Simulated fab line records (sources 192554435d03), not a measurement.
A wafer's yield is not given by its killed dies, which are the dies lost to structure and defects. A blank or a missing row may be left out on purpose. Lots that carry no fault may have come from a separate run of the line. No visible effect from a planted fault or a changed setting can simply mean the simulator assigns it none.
8D (eight disciplines) problem report, filled in by code / flow n5Finfet / the parts of the form that need people (team, actions taken, sign-off) are left out

## 1. THE ISSUE
VT_N_LONG at N5_BEOL_M4_RC_MEAS_101 reads a mean of 292.1 mV on 6 wafers of 2 lots; wafers without a fault read 275.4 mV with a standard deviation of 1.7. That puts it +9.9 standard deviations away from the usual mean.
First observed at day 12 10:06: wafer L639.3, on prober-02. The record holds 27 wafers of 9 lots with a number at this step. The rule behind "out" and "out of limits": a value lying over 4 standard deviations away from the usual mean. All remaining wafers that have a number are taken as sound.

## 2. WHAT THIS IS AND IS NOT
question=which readings at this step | is=VT_N_LONG, IOFF_N_LONG, VT_N, VT_N_LVT | is not=DIBL_N, DIBL_P, ION_P
question=which lots | is=L639, L640 | is not=L623, L625, L631, L633, L643, L644, L646
question=which wafers of those lots | is=all that have a number | is not=-
question=read on which gauges | is=prober-02 | is not=prober-01
question=when | is=from day 12 10:06 | is not=up to then (12 sound wafers); but 9 sound wafers of L643, L644, L646 came after

## 3. THE SUSPECTS, EACH WITH WHAT RULES IT OUT
Counting: a tool stays on the suspect list if, at a process step up to the reading, it processed all lots that are out and no sound lot following the first of them.
- the gauge at N5_BEOL_M4_RC_MEAS_101: ruled out. All the wafers that are out were read on prober-02, but those of them that N5_HKMG_FIN_ALD_91 has rows for are out there too, on other tools.
- thermalCvdSi-02 at N5_HKMG_FIN_CVD_62 (deposits a-Si from Si2H6, target thk 3 nm, time 20.8 s): ruled out as a lasting fault. Following L639 (day 8 00:16), the first lot on it that is out, the sound lots L643 were run on it.
- aldMetal-02 at N5_HKMG_FIN_ALD_91 (deposits TiN, target thk 1 nm, pulse time 1 s, purge time 3 s): kept. Every lot that is out went through it, starting with L639 (day 8 03:12), and after that it ran no sound lot; the last sound lot it ran before then is L631 (day 6 07:31). Its own susceptorTempC readings are out on those wafers.
After counting, what remains is aldMetal-02 at N5_HKMG_FIN_ALD_91.

## 4. THE CAUSE (what the simulator had put in)
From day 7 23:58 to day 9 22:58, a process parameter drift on aldMetal-02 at N5_HKMG_FIN_ALD_91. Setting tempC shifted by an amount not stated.
The count eliminated every tool but this one.

## 5. THE CHAIN OF EFFECTS, in route order
Each row: a reading whose mean over the struck wafers that have a number lies more than 3 standard deviations from the usual. Only readings for which the record gives a usual standard deviation are gone through. hours: the time from each lot's start at the first step in this table that gives one to its start at this step, as a median over the lots. sigmas: the change in usual standard deviations.
hours=0; step=N5_HKMG_FIN_ALD_91; reading=heaterPowerOuterW; usual=525 W; on struck wafers=709; change=+184; sigmas=+3.5
hours=0; step=N5_HKMG_FIN_ALD_91; reading=heaterPowerW; usual=868 W; on struck wafers=1130; change=+262; sigmas=+3.2
hours=0; step=N5_HKMG_FIN_ALD_91; reading=susceptorTempC; usual=399.98 C; on struck wafers=447.38; change=+47.40; sigmas=+99 or more
hours=100; step=N5_BEOL_M4_RC_MEAS_101; reading=IOFF_N_LONG; usual=5.47e-05 nA/um; on struck wafers=3.70e-05; change=-1.77e-05; sigmas=-9.3
hours=100; step=N5_BEOL_M4_RC_MEAS_101; reading=ION_N; usual=674 uA/um; on struck wafers=628; change=-46; sigmas=-3.3
hours=100; step=N5_BEOL_M4_RC_MEAS_101; reading=VT_N; usual=250 mV; on struck wafers=270; change=+20; sigmas=+5.2
hours=100; step=N5_BEOL_M4_RC_MEAS_101; reading=VT_N_LONG; usual=275.4 mV; on struck wafers=292.1; change=+16.8; sigmas=+9.9
hours=100; step=N5_BEOL_M4_RC_MEAS_101; reading=VT_N_LVT; usual=98 mV; on struck wafers=119; change=+21; sigmas=+5.6
hours=100; step=N5_BEOL_M4_RC_MEAS_101; reading=VT_P_LONG; usual=-277.1 mV; on struck wafers=-269.0; change=+8.1; sigmas=+3.1
hours=208; step=N5_PASSIVATION_PROBE_49; reading=sort_bin_8_speed; usual=0.2 %; on struck wafers=24.8; change=+24.6; sigmas=+12
hours=208; step=N5_PASSIVATION_PROBE_49; reading=sortNPass; usual=1077; on struck wafers=775; change=-302; sigmas=-10
hours=208; step=N5_PASSIVATION_PROBE_49; reading=sortYieldPct; usual=91.2 %; on struck wafers=65.7; change=-25.5; sigmas=-10
It contains these process steps:
- N5_HKMG_FIN_ALD_91: deposits TiN, target thk 1 nm, pulse time 1 s, purge time 3 s.
- N5_PASSIVATION_PROBE_49

## 6. HOW IT WOULD HAVE BEEN CAUGHT EARLIER
106 hours passed between the start of the fault at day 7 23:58 and the first reading out of limits at a measuring or inspecting step in this record, taken at day 12 10:06.
At N5_HKMG_FIN_ALD_91, the tool's own readings (susceptorTempC) were out on each struck wafer the step has a row for, so an alarm limit on them would have fired on the first such wafer.
All the lots that are out (2) had begun N5_HKMG_FIN_ALD_91 on aldMetal-02 by day 12 10:06. Holding the tool at that point would not have protected any of them.
